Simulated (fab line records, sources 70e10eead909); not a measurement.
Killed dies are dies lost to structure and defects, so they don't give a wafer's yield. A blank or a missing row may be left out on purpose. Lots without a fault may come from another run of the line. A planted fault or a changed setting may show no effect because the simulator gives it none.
One fault seen from 3 desks | flow nand_harc | each desk has only its own numbers; what lay behind them comes last

THE TOOL OWNER'S DESK: litho_track-03
The tool's own readings at NHARC_P_ZERO_WELL_PEB_09 (peb time 80 s): means of the sampled wafers that have a number, for each lot that ran on this tool. A lot is out of limits, marked OUT, if its mean lies more than 4 standard deviations from the usual mean; the brackets give that distance.
Columns: A = heater_power_total_W at NHARC_P_ZERO_WELL_PEB_09, usual 189.8 W; B = plate_temp_C at NHARC_P_ZERO_WELL_PEB_09, usual 128.01 C
lot  | first seen here | A               | B
L351 | day 1 21:09     | 190.5           | 127.93
L352 | day 2 07:09     | 189.5           | 127.80
L354 | day 3 03:11     | 189.3           | 128.00
L367 | day 8 13:13     | 212.6 (+28) OUT | 139.81 (+84) OUT
L368 | day 8 23:09     | 213.0 (+29) OUT | 139.72 (+84) OUT
L374 | day 11 11:10    | 189.0           | 127.91
This desk's finding: out of limits on L367, L368; first on L367, day 8 13:13 (heater_power_total_W at NHARC_P_ZERO_WELL_PEB_09). In limits: L351, L352, L354, L374.

THE DEFECT DESK
What the inspections along the route counted, lot by lot: means of the sampled wafers that have a number. A lot is out of limits, marked OUT, if its mean lies more than 4 standard deviations from the usual mean; the brackets give that distance.
Columns: A = raw_defect_count at NHARC_P_START_INSPECT_01, usual 3.6
lot  | first seen here | A
L351 | day 1 20:02     | 2.7
L352 | day 2 06:02     | 7.0
L354 | day 3 02:02     | 4.7
L357 | day 4 08:02     | 3.3
L359 | day 5 04:02     | 3.7
L360 | day 5 14:02     | 3.0
L361 | day 6 00:02     | 4.0
L367 | day 8 12:02     | 4.3
L368 | day 8 22:02     | 3.0
L373 | day 11 00:02    | 2.3
L374 | day 11 10:02    | 2.7
This desk's finding: nothing out of limits on any of the 11 lots.

THE METROLOGY DESK
What the gauges read, lot by lot, whatever tool the lot ran on: means of the sampled wafers that have a number. A lot is out of limits, marked OUT, if its mean lies more than 4 standard deviations from the usual mean; the brackets give that distance.
Columns: A = cd_nm at NHARC_P_ZERO_WELL_CD_MEAS_11, usual 499.8 nm
lot  | first seen here | A
L351 | day 1 21:14     | 500.2
L352 | day 2 07:14     | 500.6
L354 | day 3 03:16     | 502.8
L357 | day 4 09:08     | 497.6
L359 | day 5 05:14     | 497.1
L360 | day 5 15:15     | 502.8
L361 | day 6 01:14     | 500.3
L367 | day 8 13:19     | 551.2 (+18) OUT
L368 | day 8 23:14     | 551.1 (+18) OUT
L373 | day 11 01:08    | 499.8
L374 | day 11 11:14    | 500.1
This desk's finding: out of limits on L367, L368; first on L367, day 8 13:19 (cd_nm at NHARC_P_ZERO_WELL_CD_MEAS_11). In limits: L351, L352, L354, L357, L359, L360, L361, L373, L374.

PUT TOGETHER
The tool owner's desk could have raised an alarm at day 8 13:13, on L367, L368.
The metrology desk could have raised an alarm at day 8 13:19, on L367, L368.
The defect desk saw nothing out of limits.
The defect desk has L367, L368 on record, within its limits.
Of the lots named, all ran NHARC_P_ZERO_WELL_PEB_09 on litho_track-03.

WHAT THE SIMULATOR HAD PUT IN
Process parameter drift: litho_track-03, from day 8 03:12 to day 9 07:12, at NHARC_P_ZERO_WELL_PEB_09. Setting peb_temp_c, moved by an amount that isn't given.
Lots struck among those shown: L367, L368.
Hours from the fault's start to each desk's first reading out of limits: the tool owner's desk, 10; the metrology desk, 10.
